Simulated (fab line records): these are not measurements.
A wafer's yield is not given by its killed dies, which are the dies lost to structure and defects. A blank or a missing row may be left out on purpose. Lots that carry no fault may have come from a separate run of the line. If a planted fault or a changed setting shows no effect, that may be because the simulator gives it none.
Chamber matching :: flow nand_harc :: 4 sister chambers for NHARC_A_STAIRCASE_DESCUM_443 on rie_diel-03
The step chemistry O2, time 3 s. 14 wafers are shown with their chamber, then 7 later ones without.

== WAFERS, EACH WITH ITS CHAMBER ==
wafer: L988.1
chamber: 1
showerhead_plenum_p_Torr (Torr): 1.77
drypump_motor_current_A (A): 6.1
oes_product_au (a.u.): 1.003

wafer: L988.2
chamber: 0
showerhead_plenum_p_Torr (Torr): 1.90
drypump_motor_current_A (A): 5.9
oes_product_au (a.u.): 1.001

wafer: L988.6
chamber: 0
showerhead_plenum_p_Torr (Torr): 1.90
drypump_motor_current_A (A): 5.9
oes_product_au (a.u.): 1.004

wafer: L990.1
chamber: 1
showerhead_plenum_p_Torr (Torr): 1.77
drypump_motor_current_A (A): 6.1
oes_product_au (a.u.): 0.997

wafer: L990.3
chamber: 3
showerhead_plenum_p_Torr (Torr): 1.90
drypump_motor_current_A (A): 6.1
oes_product_au (a.u.): 1.010

wafer: L990.4
chamber: 0
showerhead_plenum_p_Torr (Torr): 1.90
drypump_motor_current_A (A): 5.9
oes_product_au (a.u.): 1.001

wafer: L986.1
chamber: 2
showerhead_plenum_p_Torr (Torr): 1.78
drypump_motor_current_A (A): 6.3
oes_product_au (a.u.): 0.997

wafer: L986.2
chamber: 3
showerhead_plenum_p_Torr (Torr): 1.90
drypump_motor_current_A (A): 6.2
oes_product_au (a.u.): 1.008

wafer: L986.5
chamber: 2
showerhead_plenum_p_Torr (Torr): 1.78
drypump_motor_current_A (A): 6.3
oes_product_au (a.u.): 1.008

wafer: L991.1
chamber: 2
showerhead_plenum_p_Torr (Torr): 1.78
drypump_motor_current_A (A): 6.3
oes_product_au (a.u.): 0.996

wafer: L991.3
chamber: 1
showerhead_plenum_p_Torr (Torr): 1.76
drypump_motor_current_A (A): 6.1
oes_product_au (a.u.): 1.007

wafer: L991.4
chamber: 0
showerhead_plenum_p_Torr (Torr): 1.89
drypump_motor_current_A (A): 5.8
oes_product_au (a.u.): 1.001

wafer: L992.3
chamber: 0
showerhead_plenum_p_Torr (Torr): 1.89
drypump_motor_current_A (A): 5.8
oes_product_au (a.u.): 1.005

wafer: L992.4
chamber: 3
showerhead_plenum_p_Torr (Torr): 1.89
drypump_motor_current_A (A): 6.1
oes_product_au (a.u.): 1.007

SIGNATURES (averages over the wafers above)
reading: showerhead_plenum_p_Torr
chamber 0: 1.8960
chamber 1: 1.7667
chamber 2: 1.7800
chamber 3: 1.8967
scatter within a chamber: 0.00503

reading: drypump_motor_current_A
chamber 0: 5.860
chamber 1: 6.100
chamber 2: 6.300
chamber 3: 6.133
scatter within a chamber: 0.0432

reading: oes_product_au
chamber 0: 1.00240
chamber 1: 1.00233
chamber 2: 1.00033
chamber 3: 1.00833
scatter within a chamber: 0.00399
Rule: a wafer lies at a distance from a chamber equal to the root of the sum of squares, over the readings, of (its reading less the chamber's mean, divided by the reading's scatter). If the next closest chamber is less than 2 further off than the closest, the wafer can't be placed; otherwise it belongs to the closest. The scatter: the root of (the sum of the squares of (reading less its chamber's mean) over the shown wafers, divided by (wafers less chambers)).

== WAFERS WITH NO CHAMBER GIVEN ==
wafer: L992.6
showerhead_plenum_p_Torr (Torr): 1.89
drypump_motor_current_A (A): 5.8
oes_product_au (a.u.): 1.004

wafer: L999.2
showerhead_plenum_p_Torr (Torr): 1.89
drypump_motor_current_A (A): 5.8
oes_product_au (a.u.): 1.008

wafer: L999.4
showerhead_plenum_p_Torr (Torr): 1.77
drypump_motor_current_A (A): 6.3
oes_product_au (a.u.): 1.008

wafer: L999.5
showerhead_plenum_p_Torr (Torr): 1.89
drypump_motor_current_A (A): 6.2
oes_product_au (a.u.): 1.003

wafer: L103.1
showerhead_plenum_p_Torr (Torr): 1.89
drypump_motor_current_A (A): 6.2
oes_product_au (a.u.): 1.004

wafer: L103.3
showerhead_plenum_p_Torr (Torr): 2.08
drypump_motor_current_A (A): 6.1
oes_product_au (a.u.): 0.995

wafer: L103.4
showerhead_plenum_p_Torr (Torr): 2.08
drypump_motor_current_A (A): 6.3
oes_product_au (a.u.): 1.007

== EACH ONE'S CHAMBER ==
wafer: L992.6
from the rows above: 0
in truth: 0

wafer: L999.2
from the rows above: 0
in truth: 0

wafer: L999.4
from the rows above: 2
in truth: 2

wafer: L999.5
from the rows above: 3
in truth: 3

wafer: L103.1
from the rows above: 3
in truth: 3

wafer: L103.3
from the rows above: can't be placed: 3 or 0
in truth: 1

wafer: L103.4
from the rows above: can't be placed: 3 or 0
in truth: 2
Correctly placed: 5 of 7. Can't be placed from these rows: 2 (the true chamber is among the candidates in 0). Wrongly placed: 0.
